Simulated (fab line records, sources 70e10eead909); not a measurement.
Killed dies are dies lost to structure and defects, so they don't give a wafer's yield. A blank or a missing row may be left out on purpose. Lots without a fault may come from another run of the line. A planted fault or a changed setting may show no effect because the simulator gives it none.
A struck lot beside a sound one | flow nand_harc | 17 steps out of a route of 1302
Sound: wafers L828.4, L828.5, L828.6. Struck: wafers L829.4, L829.5, L829.6. The cause comes at the end.
At each step with rows: each side's tool, then ch and its chambers, then its first start. Under that, the readings that differ: sound wafers | struck wafers | difference of the means | sigmas: that difference in standard deviations of wafers without a fault.
alike: readings whose means differ by less than 2 such deviations, and words and numbers that are the same on both sides. not compared: withheld readings, readings that some wafer has no value for, bounds like >300 that may hide the same value, and numbers for which the record gives no deviation and whose values overlap.
The two part at a step that has a row with sigmas, a row that says differs or no value, or rows on one side only. Numbers that don't overlap but have no deviation are shown without sigmas and don't part them. A reading that every wafer of one side lacks parts them only if that side has two wafers or more.

NHARC_THIN_TSV_DEP_43: deposits SiO2, target thk 1328.5 nm.
  sound on pecvd-01 ch 0,1,2, day 29 21:22; struck on pecvd-01 ch 0,1,2, day 30 11:52
  alike: rf_fwd_power_W, showerhead_vpp_V, throttle_valve_pct
then, 8 steps without rows for these wafers: NHARC_THIN_TSV_DEHYDRATE_04 (time 120 s); NHARC_THIN_TSV_HMDS_05 (time 30 s); NHARC_THIN_TSV_COAT_06; NHARC_THIN_TSV_SOFTBAKE_07 (time 95 s); NHARC_THIN_TSV_EBR_08; NHARC_THIN_TSV_EXPOSE_09 (exposes mask TSV); NHARC_THIN_TSV_PEB_10 (peb time 85 s); NHARC_THIN_TSV_DEVELOP_11 (time 70 s).
NHARC_THIN_TSV_CD_MEAS_12: target cd 1000 nm.
  sound on cd_sem-01 ch 0, day 29 21:56; struck on cd_sem-03 ch 0, day 30 12:26
  alike: cd_nm
then, 1 step without rows for these wafers: NHARC_THIN_TSV_HARDBAKE_13 (time 80 s).
NHARC_THIN_TSV_DESCUM_14: chemistry O2, time 3 s.
  sound on rie_diel-01 ch 0,1, day 29 22:06; struck on rie_diel-01 ch 1,2, day 30 12:35
  alike: drypump_motor_current_A, o2_flow_sccm, oes_product_au, rf_vpp_V, showerhead_plenum_p_Torr, throttle_valve_pct
  not compared: rf_hours_counter_h
NHARC_THIN_TSV_ETCH_44: etches the open film in CF4/O2, target depth 1594.2 nm, time 797.1 s.
  sound on rie_diel-01 ch 0,1,3, day 29 22:21; struck on rie_diel-01 ch 0,1, day 30 12:40
  reading               | sound             | struck            | difference | sigmas
  oes_product_au (a.u.) | 1.010 0.994 1.003 | 1.250 1.254 1.247 | +0.248     | +33
  rf_fwd_power_W (W)    | 300.9 300.3 299.5 | 418.9 419.3 418.8 | +118.8     | +99 or more
  alike: drypump_motor_current_A, o2_flow_sccm, rf_vpp_V, showerhead_plenum_p_Torr, throttle_valve_pct
  not compared: rf_hours_counter_h
NHARC_THIN_TSV_ETCH_15: target depth 3000 nm, bosch target overetch cycles 2, bosch etch step 2.8 s.
  sound on rie_si-01 ch 0,1,3, day 29 22:47; struck on rie_si-01 ch 0,1,2, day 30 13:16
  alike: drypump_motor_current_A
  not compared: rf_hours_counter_h
NHARC_THIN_TSV_CD_MEAS_16:
  sound on cd_sem-02, day 29 22:55; struck on cd_sem-01, day 30 13:24
  reading    | sound              | struck            | difference | sigmas
  cd_nm (nm) | 1002.4 998.7 999.8 | 993.8 992.2 994.1 | -6.9       | -4
NHARC_THIN_TSV_STRIP_45: strips in O2.
  sound on plasma_asher-01 ch 0,1, day 29 23:04; struck on plasma_asher-01 ch 0,1, day 30 13:36
  alike: drypump_motor_current_A, heater_power_w
  not compared: rf_hours_counter_h
then, 1 step without rows for these wafers: NHARC_END_SORT_01.

WHERE THEY PART
First at NHARC_THIN_TSV_ETCH_44; last, within this record, at NHARC_THIN_TSV_CD_MEAS_16. Later steps at which nothing parts them and some readings are alike: NHARC_THIN_TSV_STRIP_45.

WHY: what the simulator had put in
Process parameter drift: rie_diel-01, from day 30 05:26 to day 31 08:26, at NHARC_THIN_TSV_ETCH_44. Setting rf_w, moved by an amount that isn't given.
